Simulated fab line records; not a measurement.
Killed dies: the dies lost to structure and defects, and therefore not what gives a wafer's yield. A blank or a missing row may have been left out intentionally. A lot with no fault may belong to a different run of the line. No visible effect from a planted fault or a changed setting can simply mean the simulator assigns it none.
fab line records	flow n5_finfet
record lots=5	wafers=14	last_day=18
route steps=1938 shown SDB@370 DUMMY_REMOVAL@377 BEOL_M4@1111
lots untouched by any fault: they come from a run of this same line in which no faults occurred
start_h: the number of hours between the record's first day and the start of the first shown wafer of the lot	wait_h: hours since the lot's step before	" same as the row above	L1.1+2: one row covering several wafers at once	- value missing, or start not given	* or withheld: withheld	< > ~ a bound
route shown NAME@n: NAME is a module with steps in the file, n the number in the route of the first one	usual: average and standard deviation across the fault-free wafers	same: alike in all rows	chamber/n: place in a boat	sites: the reading at each site	_std_site: the standard deviation of these	_edge_site: mean of outer sites minus mean of inner sites	radius_mm: for every site, how far away it sits from the centre of the wafer	mask NAME#n: copy n	behind: tool/chamber where the wafer was last shaped	hold: the reason the lot was held/the length of the hold in hours/how it ended	device: whichever transistor did not switch (one of n, p or np)	end of line: tests run on the same wafers once the route is complete	a step with no rows: only its recipe	killed: at the first sort, the dies lost to defects and structure; wafer yield is something else	map: the dies of a wafer, with x for killed, . for not killed, _ for no die there
set.NAME: the run value of the setting; set.NAME@STEP: its run value at that earlier step	model.NAME: the simulator's own value behind a step, which no gauge read
certain route steps with their lots: each step a table, each wafer a row
services: when a tool's chamber went out of use (start_h, in hours from the record's first day, below 0 if earlier), for how many hours, and the reason
## steps
# step N5_SDB_PRECLEAN_38
# recipe chemistry=dHF	time_s=10	dilution=750:1	temp_c=25
# step N5_SDB_PRECLEAN_39
# recipe chemistry=O3/DIW	time_s=45	temp_c=22	o3_ppm=10
# step N5_SDB_SRD_28
# recipe dry=ipa_marangoni	time_s=30	temp_c=23	rinse_liquid=diw
# step N5_SDB_ALD_29
# recipe material=SiNx	target_thk_a=300	temp_c=400	ald_precursor_family=SiH2I2	ald_co_reactant=N2/H2-plasma	pulse_time_s=1	ald_cycles=600	purge_time_s=2	co_reactant_purge_time_s=2	pressure_torr=2
# usual heater_power_w=847/100	precursor_pulse_height_rel=1.002/0.022
lot.wafer	tool	chamber	start_h	wait_h	heater_power_w	precursor_pulse_height_rel
L773.4	ald_sin-04	1	67.67	0.1	895	0.984
L773.5	"	3	69.03	1.4	938	0.952
L773.6	"	2	"	"	811	1.006
L776.1	ald_sin-03	0	85.35	0.0	738	0.991
L776.4	"	2	"	"	911	0.989
L776.5	"	3	86.70	1.4	995	0.978
L785.3	ald_sin-04	0	143.32	0.1	809	0.986
L785.6	"	0	144.68	1.4	828	1.015
L787.3	ald_sin-01	0	150.83	0.0	755	1.021
L787.4	"	2	"	"	787	0.979
L787.6	"	2	152.19	1.4	789	0.980
L791.2	ald_sin-01	3	172.93	0.0	783	1.043
L791.4	"	2	"	"	786	1.037
L791.6	"	2	174.29	1.4	799	0.997
# step N5_SDB_CMP_30
# recipe stop_on=poly-Si	t_overpolish_s=1.54	post_cmp_clean=alkaline_brush	down_force_psi=4.1491	platen_rpm=51.796	pad_velocity_m_s=1.0306	target_thk_nm=30
# usual motor_current_A=12.2/0.99	overpolish_run_s=1.541/0.01	slurry_flow_ml_min=150.0/0.42	time_to_endpoint_s=17.1/1.9
lot.wafer	tool	chamber	start_h	wait_h	motor_current_A	overpolish_run_s	slurry_flow_ml_min	time_to_endpoint_s
L773.4	cmp-02	2	70.45	1.4	13.5	1.513	149.6	18.1
L773.5	"	1	"	"	10.6	1.550	150.7	17.5
L773.6	"	2	"	"	13.2	1.542	149.8	17.9
L776.1	cmp-02	1	88.08	1.4	11.1	1.562	149.8	15.1
L776.4	"	2	"	"	12.8	1.557	149.8	17.5
L776.5	"	2	"	"	12.8	1.524	149.1	17.6
L785.3	cmp-03	2	146.17	1.5	12.5	1.517	149.7	18.7
L785.6	"	0	"	"	13.4	1.535	149.6	18.3
L787.4	cmp-03	1	153.57	1.4	12.9	1.545	150.5	16.2
L787.3	"	2	"	"	13.1	1.537	150.1	14.7
L787.6	"	1	"	"	12.9	1.549	150.7	15.7
L791.4	cmp-01	2	175.67	1.4	11.9	1.545	149.6	18.0
L791.2	"	3	"	"	10.6	1.555	149.8	19.4
L791.6	"	3	"	"	10.7	1.535	151.0	18.2
# step N5_SDB_THK_MEAS_31
# recipe reads=a-Si_of_DUMMY_GATE_CVD_03
# usual SDB_THK=64.1/0.88
lot.wafer	tool	chamber	start_h	wait_h	SDB_THK[nm]
L773.4	film_metro-01	-	70.70	-	64.8
L773.5	"	-	"	"	65.0
L773.6	"	-	"	"	64.3
L776.1	film_metro-01	-	88.38	-	63.5
L776.4	"	-	"	"	64.1
L776.5	"	-	"	"	63.5
L785.3	film_metro-01	-	146.36	-	63.4
L785.6	"	-	"	"	64.0
L787.3	film_metro-01	-	153.86	-	64.7
L787.4	"	-	"	"	63.4
L787.6	"	-	"	"	63.9
L791.2	film_metro-02	-	175.96	-	63.6
L791.4	"	-	"	"	62.9
L791.6	"	-	"	"	63.0
# step N5_SDB_INSPECT_36
# recipe inspect_instrument=darkfield	mode=post_cmp
# usual raw_defect_count=47/19
lot.wafer	tool	chamber	start_h	wait_h	raw_defect_count
L773.4	defect_inspect-02	-	70.73	0.0	24
L773.5	"	-	"	"	76
L773.6	"	-	"	"	25
L776.1	defect_inspect-01	-	88.40	0.0	36
L776.4	"	-	"	"	95
L776.5	"	-	"	"	80
L785.3	defect_inspect-01	-	146.38	0.0	22
L785.6	"	-	"	"	26
L787.3	defect_inspect-02	-	153.89	0.0	41
L787.4	"	-	"	"	21
L787.6	"	-	"	"	34
L791.2	defect_inspect-01	-	175.99	0.0	46
L791.4	"	-	"	"	37
L791.6	"	-	"	"	85
# step N5_DUMMY_REMOVAL_HM_STRIP_01
# recipe chemistry=CH3F/O2	material=SiNx	target_depth_a=40	stop_on=poly-Si	time_s=6.8	over_etch_frac=0.3	ion_energy_ev=60	power_w=410	bias_w=29	Ar_flow_sccm=150	CH3F_flow_sccm=30	O2_flow_sccm=20
# usual drypump_motor_current_A=5.54/0.29	oes_product_au=0.64/0.054	rf_vpp_V=127.3/1	showerhead_plenum_p_Torr=2.00/0.065	throttle_valve_pct=16.26/0.23
# same over_etch_frac=0.3
lot.wafer	tool	chamber	start_h	wait_h	drypump_motor_current_A	oes_product_au	rf_hours_counter_h	rf_vpp_V	showerhead_plenum_p_Torr	throttle_valve_pct
L773.4	rie_diel-01	0	71.18	0.5	5.06	0.71	44	127.8	2.04	16.41
L773.5	"	2	"	"	5.69	0.61	-	127.0	1.99	16.47
L773.6	"	3	"	"	5.65	0.64	-	126.3	1.95	16.01
L776.1	rie_diel-06	3	88.46	0.1	5.07	0.61	184	125.7	1.90	16.28
L776.4	"	3	"	"	5.06	0.61	-	124.9	1.90	16.29
L776.5	"	0	"	"	5.46	0.74	-	129.7	2.04	15.94
L785.3	rie_diel-01	0	146.48	0.1	5.08	0.68	65	128.4	2.03	16.43
L785.6	"	3	"	"	5.67	0.62	-	126.2	1.94	16.05
L787.3	rie_diel-03	3	153.92	0.0	5.70	0.58	216	125.5	1.98	16.59
L787.4	"	1	"	"	5.22	0.64	-	124.1	1.85	16.10
L787.6	"	0	"	"	5.58	0.60	-	127.8	1.99	16.22
L791.2	rie_diel-01	0	176.02	0.0	5.05	0.66	72	128.9	2.03	16.46
L791.4	"	2	"	"	5.70	0.59	209	126.9	1.98	16.52
L791.6	"	0	"	"	5.07	0.66	-	129.2	2.03	16.45
# step N5_DUMMY_REMOVAL_STRIP_10
# recipe chemistry=N2/H2	time_s=40	power_w=100	temp_c=40	pressure_mtorr=100	rf_frequency_hz=6e+07	bias_power_w=3	n2_flow_sccm=300	h2_flow_sccm=300
# usual drypump_motor_current_A=5.55/0.29	n2_flow_sccm=300.2/1.1	oes_product_au=0.79/0.073	rf_vpp_V=45.3/0.95	showerhead_plenum_p_Torr=3.37/0.11	throttle_valve_pct=12.18/0.24
lot.wafer	tool	chamber	start_h	wait_h	drypump_motor_current_A	n2_flow_sccm	oes_product_au	rf_hours_counter_h	rf_vpp_V	showerhead_plenum_p_Torr	throttle_valve_pct
L773.4	rie_diel-01	0	71.22	0.0	5.07	300.9	0.87	44	45.8	3.43	12.13
L773.5	"	2	"	"	5.70	299.2	0.75	-	45.1	3.37	12.36
L773.6	"	3	"	"	5.65	300.7	0.79	-	46.2	3.29	12.00
L776.1	rie_diel-06	3	88.49	0.0	5.08	302.1	0.74	184	44.4	3.23	12.32
L776.4	"	3	"	"	5.07	300.2	0.74	-	43.9	3.23	12.30
L776.5	"	0	"	"	5.47	299.7	0.93	-	45.5	3.44	11.77
L785.3	rie_diel-01	0	146.52	0.0	5.10	299.1	0.84	65	46.0	3.42	12.22
L785.6	"	3	"	"	5.67	298.4	0.78	-	44.7	3.27	12.05
L787.3	rie_diel-03	3	153.96	0.0	5.72	300.0	0.70	216	44.5	3.35	12.56
L787.4	"	1	"	"	5.25	300.3	0.77	-	44.7	3.12	11.92
L787.6	"	0	"	"	5.56	300.2	0.72	-	45.0	3.35	12.08
L791.2	rie_diel-01	0	176.05	0.0	5.07	300.9	0.83	72	46.6	3.41	12.21
L791.4	"	2	"	"	5.70	300.8	0.72	209	46.1	3.35	12.47
L791.6	"	0	"	"	5.09	301.3	0.83	-	43.5	3.41	12.22
# step N5_DUMMY_REMOVAL_PRECLEAN_07
# recipe chemistry=dHF	time_s=30	temp_c=25	dilution=withheld
# step N5_DUMMY_REMOVAL_DUMMY_REMOVE_02
# recipe chemistry=TMAH	temp_c=70	target=poly-Si	stop_on=SiO2	target_depth_nm=142	conc_wt_pct=5	time_s=57	dry=ipa_marangoni	rinse_time_s=30	rinse_temp_c=23
# step N5_DUMMY_REMOVAL_INSPECT_06
# recipe inspect_instrument=brightfield	mode=aei
# usual raw_defect_count=12/5.8
lot.wafer	tool	chamber	start_h	wait_h	raw_defect_count
L773.4	defect_inspect-01	-	71.38	0.0	10
L773.5	"	-	"	"	16
L773.6	"	-	"	"	10
L776.1	defect_inspect-01	-	88.66	0.0	22
L776.4	"	-	"	"	14
L776.5	"	-	"	"	28
L785.3	defect_inspect-01	-	146.68	0.0	12
L785.6	"	-	"	"	6
L787.3	defect_inspect-01	-	154.12	0.0	16
L787.4	"	-	"	"	21
L787.6	"	-	"	"	12
L791.2	defect_inspect-02	-	176.22	0.0	11
L791.4	"	-	"	"	12
L791.6	"	-	"	"	17
# step N5_DUMMY_REMOVAL_PRECLEAN_08
# recipe chemistry=NF3:NH3	afs_cycles=2	temp_c=30	time_s=20	sublimation_temp_c=180	sublimation_time_s=60	pressure_torr=3	rf_power_w=30
# usual pressure_torr=2.999/0.0057	temp_c=30.03/0.12
lot.wafer	tool	chamber	start_h	wait_h	pressure_torr	temp_c
L773.4	remote_plasma-01	0	71.51	0.1	2.997	30.09
L773.5	"	0	"	"	2.989	30.14
L773.6	"	0	"	"	3.003	30.12
L776.1	remote_plasma-01	0	88.70	0.0	3.009	30.01
L776.4	"	0	"	"	2.999	29.94
L776.5	"	0	"	"	3.000	30.10
L785.3	remote_plasma-01	0	146.77	0.1	2.995	29.44
L785.6	"	0	"	"	3.004	29.55
L787.3	remote_plasma-02	0	154.21	0.1	2.992	29.84
L787.4	"	0	"	"	2.992	29.93
L787.6	"	0	"	"	2.992	29.96
L791.2	remote_plasma-02	1	176.29	0.1	3.000	30.06
L791.4	"	1	"	"	3.002	30.03
L791.6	"	1	"	"	2.995	30.02
# step N5_DUMMY_REMOVAL_PRECLEAN_04
# recipe chemistry=DHF	time_s=37	temp_c=25	dilution=500:1
# step N5_BEOL_M4_RC_MEAS_101
# usual DIBL_N=35.9/1.3	DIBL_P=35.9/1.5	IOFF_N=0.152/0.023	IOFF_P=0.204/0.027	ION_N=673/9.2	ION_P=462/6.7	SS_N=71.4/0.48	SS_P=73.2/0.55	VT_N=250.3/2.6	VT_P=-250.6/3
lot.wafer	tool	chamber	start_h	wait_h	DIBL_N[mV/V]	DIBL_P[mV/V]	IOFF_N[nA/um]	IOFF_P[nA/um]	ION_N[uA/um]	ION_P[uA/um]	SS_N[mV/dec]	SS_P[mV/dec]	VT_N[mV]	VT_P[mV]
L773.4	prober-02	0	181.34	0.5	34.9	35.1	0.116	0.169	656	455	70.1	72.4	253.4	-252.1
L773.5	"	0	"	"	36.0	36.2	0.135	0.179	673	461	70.7	72.5	250.4	-250.8
L773.6	"	0	"	"	35.3	35.1	0.119	0.165	660	456	70.4	72.5	255.4	-254.3
L776.1	prober-02	0	210.24	0.0	35.9	36.7	0.157	0.184	676	454	70.9	73.6	250.0	-255.3
L776.4	"	0	"	"	35.6	36.1	0.153	0.183	677	455	71.4	73.0	249.8	-253.7
L776.5	"	0	"	"	34.1	34.7	0.131	0.165	657	451	70.7	73.4	253.1	-255.4
L785.3	prober-01	0	249.47	0.3	34.5	33.4	0.151	0.208	674	466	71.0	74.4	249.7	-248.5
L785.6	"	0	"	"	33.1	31.6	0.129	0.185	667	460	70.5	73.0	251.8	-251.0
L787.3	prober-01	0	272.24	0.3	35.4	38.1	0.178	0.250	681	473	71.2	73.3	247.2	-245.2
L787.4	"	0	"	"	34.4	36.4	0.150	0.228	680	473	71.3	73.2	251.1	-246.5
L787.6	"	0	"	"	33.5	35.4	0.148	0.210	675	468	71.1	72.5	250.1	-246.4
L791.2	prober-02	0	302.38	0.2	35.0	37.0	0.149	0.214	677	462	71.4	72.4	249.3	-249.2
L791.4	"	0	"	"	36.0	37.6	0.170	0.232	686	473	71.8	73.5	249.0	-245.5
L791.6	"	0	"	"	35.0	36.6	0.145	0.206	670	468	72.1	73.3	251.0	-251.0
## services
tool	chamber	start_h	hours	kind
cmp-03	-	62.20	0.6	repair
rie_diel-06	1	71.11	-	clean
rie_diel-06	1	71.11	-	consumable_replace:focus_ring
rie_diel-06	1	71.11	17.6	scheduled_down
rie_diel-06	1	71.11	17.6	vent_cycle
ald_sin-04	1	82.27	4.2	repair
ald_sin-01	-	83.81	14.6	pm
ald_sin-04	-	85.25	14.0	pm
ald_sin-04	0	85.25	14.0	vent_cycle
rie_diel-03	3	91.98	1.4	repair
cmp-02	-	94.18	2.6	repair
cmp-02	-	99.98	5.3	repair
rie_diel-03	-	110.52	4.3	pm
cmp-01	-	122.00	5.7	pm
rie_diel-03	0	122.22	3.0	repair
rie_diel-03	0	125.87	9.6	repair
rie_diel-01	0	135.30	1.6	repair
ald_sin-03	2	138.47	10.7	repair
cmp-02	-	139.93	1.2	repair
rie_diel-06	2	146.56	6.0	repair
cmp-02	-	149.79	7.9	repair
rie_diel-03	2	152.31	9.3	repair
cmp-03	-	156.16	4.0	pm
rie_diel-03	1	174.66	6.3	repair
## key
first_sign step=N5_DUMMY_REMOVAL_PRECLEAN_08	reading=temp_c	direction=down	sigmas=4.5	usual=*	struck=*
effect none on later readings
met_at N5_DUMMY_REMOVAL_PRECLEAN_08
struck_wafers L785.3,L785.6
onset_between 88.70 146.77
fault kind=process_parameter_drift	tool=remote_plasma-01	chamber=0	onset_h=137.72	steps=N5_DUMMY_REMOVAL_PRECLEAN_08	channel=temp_c	offset=*	shape=step	end_h=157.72	acts_in=*	stated=*
